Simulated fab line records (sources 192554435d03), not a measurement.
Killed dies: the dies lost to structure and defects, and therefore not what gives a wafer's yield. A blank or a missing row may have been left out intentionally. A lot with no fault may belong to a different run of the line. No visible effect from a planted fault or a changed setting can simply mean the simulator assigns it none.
Matching of chambers    flow n5 finfet    N5_FIN_SAQP_ETCH_52 on rie diel-02 has 3 sister chambers
The step etches SOC in N2/H2, target depth 100 nm, overetch 20 nm, time 150 s. 6 wafers are shown with their chamber, then 5 later ones without.

## WAFERS, EACH WITH ITS CHAMBER
wafer   chamber  throttle valve pct (%)  oes product au (a.u.)
L567.2  1        18.21                   0.63
L569.5  2        17.50                   0.76
L572.3  1        18.22                   0.63
L572.6  3        17.68                   0.66
L579.4  2        17.51                   0.73
L579.5  3        17.71                   0.65

## WAFERS WITHOUT THEIR CHAMBER
wafer   throttle valve pct (%)  oes product au (a.u.)
L579.6  17.53                   0.74
L580.4  17.72                   0.65
L581.2  17.51                   0.73
L581.3  17.80                   0.81
L581.6  17.71                   0.65

## THE CHAMBER EACH PASSED THROUGH
wafer    from the rows above   in truth
L579.6   2                     2
L580.4   3                     3
L581.2   2                     2
L581.3   3                     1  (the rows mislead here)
L581.6   3                     3
4 of 5 placed correctly. Not placeable from these rows: 0. Placed wrongly: 1.
How it was worked out, from the rows above alone: a wafer's distance from a chamber is the root of the sum, over the readings, of the square of ((its reading less the chamber's mean) divided by the reading's scatter). The wafer belongs to the nearest chamber; if the next one is less than 2 further off, it can't be placed. The mean given for a chamber averages the wafers shown for that chamber. The scatter: the root of (the sum of the squares of (reading less its chamber's mean) over the shown wafers, divided by (wafers less chambers)).
